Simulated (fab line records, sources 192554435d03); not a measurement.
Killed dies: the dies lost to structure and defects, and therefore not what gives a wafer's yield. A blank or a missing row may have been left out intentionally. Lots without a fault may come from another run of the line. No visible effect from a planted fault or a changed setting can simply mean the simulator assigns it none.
Which of the tools did it? || flow n5Finfet || 72 wafers from 24 lots sampled at 4 of the route's 1938 steps

== WHAT THE GAUGES READ, wafer by wafer ==
N5_BEOL_M5_RS_MEAS_57: measures by four-point-probe.
{"lot": "L075", "measured": "day 8 19:52", "on": "filmMetro-01", "M5_RS (ohm/sq)": "0.393 0.392 0.397"}
{"lot": "L074", "measured": "day 8 20:01", "on": "filmMetro-02", "M5_RS (ohm/sq)": "0.378 0.382 0.384"}
{"lot": "L077", "measured": "day 8 20:41", "on": "filmMetro-01", "M5_RS (ohm/sq)": "0.385 0.385 0.391"}
{"lot": "L076", "measured": "day 9 00:38", "on": "filmMetro-02", "M5_RS (ohm/sq)": "0.388 0.380 0.392"}
{"lot": "L078", "measured": "day 9 11:28", "on": "filmMetro-01", "M5_RS (ohm/sq)": "0.398 0.385 0.385"}
{"lot": "L079", "measured": "day 9 15:57", "on": "filmMetro-02", "M5_RS (ohm/sq)": "0.386 0.387 0.402"}
{"lot": "L080", "measured": "day 9 20:33", "on": "filmMetro-01", "M5_RS (ohm/sq)": "0.383 0.393 0.394"}
{"lot": "L081", "measured": "day 10 01:19", "on": "filmMetro-02", "M5_RS (ohm/sq)": "0.399 0.409 0.389"}
{"lot": "L082", "measured": "day 10 05:35", "on": "filmMetro-02", "M5_RS (ohm/sq)": "0.408 0.405 0.405"}
{"lot": "L083", "measured": "day 10 17:25", "on": "filmMetro-01", "M5_RS (ohm/sq)": "0.407 0.411 0.395"}
{"lot": "L084", "measured": "day 11 03:47", "on": "filmMetro-01", "M5_RS (ohm/sq)": "0.406 0.412 0.426"}
{"lot": "L085", "measured": "day 11 11:11", "on": "filmMetro-01", "M5_RS (ohm/sq)": "0.392 0.403 0.399"}
{"lot": "L086", "measured": "day 11 13:22", "on": "filmMetro-01", "M5_RS (ohm/sq)": "0.401 0.390 0.394"}
{"lot": "L088", "measured": "day 11 17:22", "on": "filmMetro-01", "M5_RS (ohm/sq)": "0.408 0.389 0.393"}
{"lot": "L087", "measured": "day 11 21:02", "on": "filmMetro-01", "M5_RS (ohm/sq)": "0.398 0.384 0.397"}
{"lot": "L089", "measured": "day 12 05:23", "on": "filmMetro-01", "M5_RS (ohm/sq)": "0.372 0.383 0.377"}
{"lot": "L090", "measured": "day 12 17:20", "on": "filmMetro-02", "M5_RS (ohm/sq)": "0.376 0.385 0.374"}
{"lot": "L091", "measured": "day 12 20:01", "on": "filmMetro-02", "M5_RS (ohm/sq)": "0.381 0.392 0.394"}
{"lot": "L092", "measured": "day 12 22:52", "on": "filmMetro-02", "M5_RS (ohm/sq)": "0.385 0.406 0.404"}
{"lot": "L094", "measured": "day 13 10:41", "on": "filmMetro-01", "M5_RS (ohm/sq)": "0.378 0.380 0.372"}
{"lot": "L093", "measured": "day 13 10:42", "on": "filmMetro-02", "M5_RS (ohm/sq)": "0.390 0.381 0.370"}
{"lot": "L095", "measured": "day 14 03:18", "on": "filmMetro-01", "M5_RS (ohm/sq)": "0.382 0.377 0.355"}
{"lot": "L096", "measured": "day 14 08:28", "on": "filmMetro-01", "M5_RS (ohm/sq)": "0.401 0.404 0.392"}
{"lot": "L097", "measured": "day 14 11:24", "on": "filmMetro-02", "M5_RS (ohm/sq)": "0.400 0.410 0.386"}

== TOOL THAT RAN EACH LOT (tool first, then ch and the chambers of the sampled wafers, then the start) ==
{"lot": "L075", "N5_BEOL_M5_ALD_86": "aldMetal-04 ch 0,1,2, day 8 14:01", "N5_BEOL_M5_SPUTTER_81": "pvdSputter-02, day 8 15:32", "N5_BEOL_M5_ANNEAL_84": "pvdSputter-02, day 8 16:42"}
{"lot": "L074", "N5_BEOL_M5_ALD_86": "aldMetal-02 ch 1,2,3, day 8 14:04", "N5_BEOL_M5_SPUTTER_81": "pvdSputter-03, day 8 15:41", "N5_BEOL_M5_ANNEAL_84": "pvdSputter-03, day 8 16:51"}
{"lot": "L077", "N5_BEOL_M5_ALD_86": "aldMetal-04 ch 0,3, day 8 14:26", "N5_BEOL_M5_SPUTTER_81": "pvdSputter-01, day 8 16:13", "N5_BEOL_M5_ANNEAL_84": "pvdSputter-01, day 8 17:23"}
{"lot": "L076", "N5_BEOL_M5_ALD_86": "aldMetal-02 ch 1,2,3, day 8 15:10", "N5_BEOL_M5_SPUTTER_81": "pvdSputter-02, day 8 20:18", "N5_BEOL_M5_ANNEAL_84": "pvdSputter-02, day 8 21:28"}
{"lot": "L078", "N5_BEOL_M5_ALD_86": "aldMetal-01 ch 1,3, day 9 05:07", "N5_BEOL_M5_SPUTTER_81": "pvdSputter-01, day 9 06:38", "N5_BEOL_M5_ANNEAL_84": "pvdSputter-01, day 9 07:49"}
{"lot": "L079", "N5_BEOL_M5_ALD_86": "aldMetal-01 ch 1,3, day 9 08:39", "N5_BEOL_M5_SPUTTER_81": "pvdSputter-03, day 9 11:02", "N5_BEOL_M5_ANNEAL_84": "pvdSputter-03, day 9 12:11"}
{"lot": "L080", "N5_BEOL_M5_ALD_86": "aldMetal-02 ch 0,3, day 9 14:18", "N5_BEOL_M5_SPUTTER_81": "pvdSputter-03, day 9 15:50", "N5_BEOL_M5_ANNEAL_84": "pvdSputter-03, day 9 17:00"}
{"lot": "L081", "N5_BEOL_M5_ALD_86": "aldMetal-04 ch 1,2,3, day 9 19:19", "N5_BEOL_M5_SPUTTER_81": "pvdSputter-02, day 9 20:53", "N5_BEOL_M5_ANNEAL_84": "pvdSputter-02, day 9 22:03"}
{"lot": "L082", "N5_BEOL_M5_ALD_86": "aldMetal-02 ch 0,1,2, day 9 23:28", "N5_BEOL_M5_SPUTTER_81": "pvdSputter-03, day 10 01:10", "N5_BEOL_M5_ANNEAL_84": "pvdSputter-03, day 10 02:20"}
{"lot": "L083", "N5_BEOL_M5_ALD_86": "aldMetal-02 ch 1,2, day 10 08:37", "N5_BEOL_M5_SPUTTER_81": "pvdSputter-03, day 10 10:13", "N5_BEOL_M5_ANNEAL_84": "pvdSputter-03, day 10 14:16"}
{"lot": "L084", "N5_BEOL_M5_ALD_86": "aldMetal-04 ch 0,1,3, day 10 19:59", "N5_BEOL_M5_SPUTTER_81": "pvdSputter-03, day 10 23:13", "N5_BEOL_M5_ANNEAL_84": "pvdSputter-03, day 11 00:23"}
{"lot": "L085", "N5_BEOL_M5_ALD_86": "aldMetal-04 ch 0,2,3, day 11 05:10", "N5_BEOL_M5_SPUTTER_81": "pvdSputter-01, day 11 06:50", "N5_BEOL_M5_ANNEAL_84": "pvdSputter-01, day 11 08:00"}
{"lot": "L086", "N5_BEOL_M5_ALD_86": "aldMetal-02 ch 0,1,2, day 11 05:41", "N5_BEOL_M5_SPUTTER_81": "pvdSputter-02, day 11 09:03", "N5_BEOL_M5_ANNEAL_84": "pvdSputter-02, day 11 10:13"}
{"lot": "L088", "N5_BEOL_M5_ALD_86": "aldMetal-02 ch 0,1,3, day 11 11:22", "N5_BEOL_M5_SPUTTER_81": "pvdSputter-01, day 11 13:02", "N5_BEOL_M5_ANNEAL_84": "pvdSputter-01, day 11 14:13"}
{"lot": "L087", "N5_BEOL_M5_ALD_86": "aldMetal-01 ch 0,1,3, day 11 13:25", "N5_BEOL_M5_SPUTTER_81": "pvdSputter-02, day 11 16:43", "N5_BEOL_M5_ANNEAL_84": "pvdSputter-02, day 11 17:53"}
{"lot": "L089", "N5_BEOL_M5_ALD_86": "aldMetal-04 ch 1,3, day 11 23:25", "N5_BEOL_M5_SPUTTER_81": "pvdSputter-01, day 12 00:59", "N5_BEOL_M5_ANNEAL_84": "pvdSputter-01, day 12 02:10"}
{"lot": "L090", "N5_BEOL_M5_ALD_86": "aldMetal-01 ch 1,2,3, day 12 07:08", "N5_BEOL_M5_SPUTTER_81": "pvdSputter-02, day 12 08:44", "N5_BEOL_M5_ANNEAL_84": "pvdSputter-02, day 12 09:54"}
{"lot": "L091", "N5_BEOL_M5_ALD_86": "aldMetal-02 ch 0,2,3, day 12 14:02", "N5_BEOL_M5_SPUTTER_81": "pvdSputter-01, day 12 15:42", "N5_BEOL_M5_ANNEAL_84": "pvdSputter-01, day 12 16:52"}
{"lot": "L092", "N5_BEOL_M5_ALD_86": "aldMetal-02 ch 1,2, day 12 16:42", "N5_BEOL_M5_SPUTTER_81": "pvdSputter-03, day 12 18:32", "N5_BEOL_M5_ANNEAL_84": "pvdSputter-03, day 12 19:43"}
{"lot": "L094", "N5_BEOL_M5_ALD_86": "aldMetal-02 ch 0,1,3, day 13 04:46", "N5_BEOL_M5_SPUTTER_81": "pvdSputter-03, day 13 06:22", "N5_BEOL_M5_ANNEAL_84": "pvdSputter-03, day 13 07:32"}
{"lot": "L093", "N5_BEOL_M5_ALD_86": "aldMetal-04 ch 0,2,3, day 13 04:50", "N5_BEOL_M5_SPUTTER_81": "pvdSputter-01, day 13 06:23", "N5_BEOL_M5_ANNEAL_84": "pvdSputter-01, day 13 07:33"}
{"lot": "L095", "N5_BEOL_M5_ALD_86": "aldMetal-01 ch 0,1,2, day 13 21:15", "N5_BEOL_M5_SPUTTER_81": "pvdSputter-01, day 13 22:56", "N5_BEOL_M5_ANNEAL_84": "pvdSputter-01, day 14 00:06"}
{"lot": "L096", "N5_BEOL_M5_ALD_86": "aldMetal-01 ch 2,3, day 14 02:26", "N5_BEOL_M5_SPUTTER_81": "pvdSputter-01, day 14 04:07", "N5_BEOL_M5_ANNEAL_84": "pvdSputter-01, day 14 05:17"}
{"lot": "L097", "N5_BEOL_M5_ALD_86": "aldMetal-02 ch 0,1,3, day 14 03:46", "N5_BEOL_M5_SPUTTER_81": "pvdSputter-02, day 14 07:05", "N5_BEOL_M5_ANNEAL_84": "pvdSputter-02, day 14 08:14"}
- N5_BEOL_M5_ALD_86: deposits TaN, pulse time 2 s, purge time 3 s, co reactant purge time 2 s.
- N5_BEOL_M5_SPUTTER_81: material Cu, target thk 15 nm, time 27.62 s.
- N5_BEOL_M5_ANNEAL_84: time 1800 s.

== WHAT THE TOOLS THEMSELVES READ (means of the sampled wafers that have a number; where no wafer has one, the mark that the record gives instead) ==
N5_BEOL_M5_ALD_86.
{"lot": "L075", "tool": "aldMetal-04", "heaterPowerW (W)": 425}
{"lot": "L074", "tool": "aldMetal-02", "heaterPowerW (W)": 414}
{"lot": "L077", "tool": "aldMetal-04", "heaterPowerW (W)": 398}
{"lot": "L076", "tool": "aldMetal-02", "heaterPowerW (W)": 415}
{"lot": "L078", "tool": "aldMetal-01", "heaterPowerW (W)": 422}
{"lot": "L079", "tool": "aldMetal-01", "heaterPowerW (W)": 421}
{"lot": "L080", "tool": "aldMetal-02", "heaterPowerW (W)": 368}
{"lot": "L081", "tool": "aldMetal-04", "heaterPowerW (W)": 419}
{"lot": "L082", "tool": "aldMetal-02", "heaterPowerW (W)": 410}
{"lot": "L083", "tool": "aldMetal-02", "heaterPowerW (W)": 433}
{"lot": "L084", "tool": "aldMetal-04", "heaterPowerW (W)": 409}
{"lot": "L085", "tool": "aldMetal-04", "heaterPowerW (W)": 410}
{"lot": "L086", "tool": "aldMetal-02", "heaterPowerW (W)": 408}
{"lot": "L088", "tool": "aldMetal-02", "heaterPowerW (W)": 406}
{"lot": "L087", "tool": "aldMetal-01", "heaterPowerW (W)": 435}
{"lot": "L089", "tool": "aldMetal-04", "heaterPowerW (W)": 419}
{"lot": "L090", "tool": "aldMetal-01", "heaterPowerW (W)": 444}
{"lot": "L091", "tool": "aldMetal-02", "heaterPowerW (W)": 384}
{"lot": "L092", "tool": "aldMetal-02", "heaterPowerW (W)": 443}
{"lot": "L094", "tool": "aldMetal-02", "heaterPowerW (W)": 398}
{"lot": "L093", "tool": "aldMetal-04", "heaterPowerW (W)": 405}
{"lot": "L095", "tool": "aldMetal-01", "heaterPowerW (W)": 440}
{"lot": "L096", "tool": "aldMetal-01", "heaterPowerW (W)": 472}
{"lot": "L097", "tool": "aldMetal-02", "heaterPowerW (W)": 401}

N5_BEOL_M5_SPUTTER_81.
{"lot": "L075", "tool": "pvdSputter-02", "substrateTempC (C)": -19.93, "throttleValvePct (%)": 30.3}
{"lot": "L074", "tool": "pvdSputter-03", "substrateTempC (C)": -19.80, "throttleValvePct (%)": 29.5}
{"lot": "L077", "tool": "pvdSputter-01", "substrateTempC (C)": -19.98, "throttleValvePct (%)": 30.3}
{"lot": "L076", "tool": "pvdSputter-02", "substrateTempC (C)": -20.06, "throttleValvePct (%)": 31.3}
{"lot": "L078", "tool": "pvdSputter-01", "substrateTempC (C)": -20.06, "throttleValvePct (%)": 30.9}
{"lot": "L079", "tool": "pvdSputter-03", "substrateTempC (C)": -19.97, "throttleValvePct (%)": 29.4}
{"lot": "L080", "tool": "pvdSputter-03", "substrateTempC (C)": -20.04, "throttleValvePct (%)": 29.6}
{"lot": "L081", "tool": "pvdSputter-02", "substrateTempC (C)": -20.04, "throttleValvePct (%)": 31.3}
{"lot": "L082", "tool": "pvdSputter-03", "substrateTempC (C)": -20.02, "throttleValvePct (%)": 29.8}
{"lot": "L083", "tool": "pvdSputter-03", "substrateTempC (C)": -20.06, "throttleValvePct (%)": 28.9}
{"lot": "L084", "tool": "pvdSputter-03", "substrateTempC (C)": -20.09, "throttleValvePct (%)": 29.2}
{"lot": "L085", "tool": "pvdSputter-01", "substrateTempC (C)": -19.97, "throttleValvePct (%)": 30.3}
{"lot": "L086", "tool": "pvdSputter-02", "substrateTempC (C)": -20.03, "throttleValvePct (%)": 30.7}
{"lot": "L088", "tool": "pvdSputter-01", "substrateTempC (C)": -20.04, "throttleValvePct (%)": 29.7}
{"lot": "L087", "tool": "pvdSputter-02", "substrateTempC (C)": -20.02, "throttleValvePct (%)": 30.9}
{"lot": "L089", "tool": "pvdSputter-01", "substrateTempC (C)": -20.09, "throttleValvePct (%)": 29.8}
{"lot": "L090", "tool": "pvdSputter-02", "substrateTempC (C)": -20.12, "throttleValvePct (%)": 30.8}
{"lot": "L091", "tool": "pvdSputter-01", "substrateTempC (C)": -20.02, "throttleValvePct (%)": 30.5}
{"lot": "L092", "tool": "pvdSputter-03", "substrateTempC (C)": -19.97, "throttleValvePct (%)": 28.5}
{"lot": "L094", "tool": "pvdSputter-03", "substrateTempC (C)": -20.08, "throttleValvePct (%)": 29.6}
{"lot": "L093", "tool": "pvdSputter-01", "substrateTempC (C)": -19.93, "throttleValvePct (%)": 30.0}
{"lot": "L095", "tool": "pvdSputter-01", "substrateTempC (C)": -19.99, "throttleValvePct (%)": 30.2}
{"lot": "L096", "tool": "pvdSputter-01", "substrateTempC (C)": -19.92, "throttleValvePct (%)": 30.2}
{"lot": "L097", "tool": "pvdSputter-02", "substrateTempC (C)": -20.01, "throttleValvePct (%)": 30.3}

N5_BEOL_M5_ANNEAL_84.
{"lot": "L075", "tool": "pvdSputter-02", "heaterPowerW (W)": 897}
{"lot": "L074", "tool": "pvdSputter-03", "heaterPowerW (W)": 873}
{"lot": "L077", "tool": "pvdSputter-01", "heaterPowerW (W)": 926}
{"lot": "L076", "tool": "pvdSputter-02", "heaterPowerW (W)": 916}
{"lot": "L078", "tool": "pvdSputter-01", "heaterPowerW (W)": 841}
{"lot": "L079", "tool": "pvdSputter-03", "heaterPowerW (W)": 891}
{"lot": "L080", "tool": "pvdSputter-03", "heaterPowerW (W)": 868}
{"lot": "L081", "tool": "pvdSputter-02", "heaterPowerW (W)": 941}
{"lot": "L082", "tool": "pvdSputter-03", "heaterPowerW (W)": 857}
{"lot": "L083", "tool": "pvdSputter-03", "heaterPowerW (W)": 907}
{"lot": "L084", "tool": "pvdSputter-03", "heaterPowerW (W)": 894}
{"lot": "L085", "tool": "pvdSputter-01", "heaterPowerW (W)": 925}
{"lot": "L086", "tool": "pvdSputter-02", "heaterPowerW (W)": 892}
{"lot": "L088", "tool": "pvdSputter-01", "heaterPowerW (W)": 926}
{"lot": "L087", "tool": "pvdSputter-02", "heaterPowerW (W)": 880}
{"lot": "L089", "tool": "pvdSputter-01", "heaterPowerW (W)": 946}
{"lot": "L090", "tool": "pvdSputter-02", "heaterPowerW (W)": 904}
{"lot": "L091", "tool": "pvdSputter-01", "heaterPowerW (W)": 866}
{"lot": "L092", "tool": "pvdSputter-03", "heaterPowerW (W)": 965}
{"lot": "L094", "tool": "pvdSputter-03", "heaterPowerW (W)": 863}
{"lot": "L093", "tool": "pvdSputter-01", "heaterPowerW (W)": 868}
{"lot": "L095", "tool": "pvdSputter-01", "heaterPowerW (W)": 915}
{"lot": "L096", "tool": "pvdSputter-01", "heaterPowerW (W)": 962}
{"lot": "L097", "tool": "pvdSputter-02", "heaterPowerW (W)": 959}

== THE ANSWER, worked out from the rows above alone ==
Rule: what is usual is taken from the lots themselves. The widest of any qualifying gaps counts: lots, ordered by their means at a reading, are off when they make up no more than a third of the lots, leave a main group of 4 or more, and stand apart from it by 3 or more times the standard deviation of that group's means. The tables above print the reading to a certain number of digits; a main group whose means all agree to those digits is not used. A lot without any number at a reading at which 4 lots or more have one is off too. All remaining lots with rows at the step are treated as sound. After the gauges, taken in route order, come the tools' own readings; for these a lot's mean is taken, as printed above. The first step at which some lot is off is used, and at that step the reading that is off furthest; a lot without a number counts as furthest.
No lot is off at any reading shown: from this, nothing can be told.

== WHAT WAS PUT IN BY THE SIMULATOR ==
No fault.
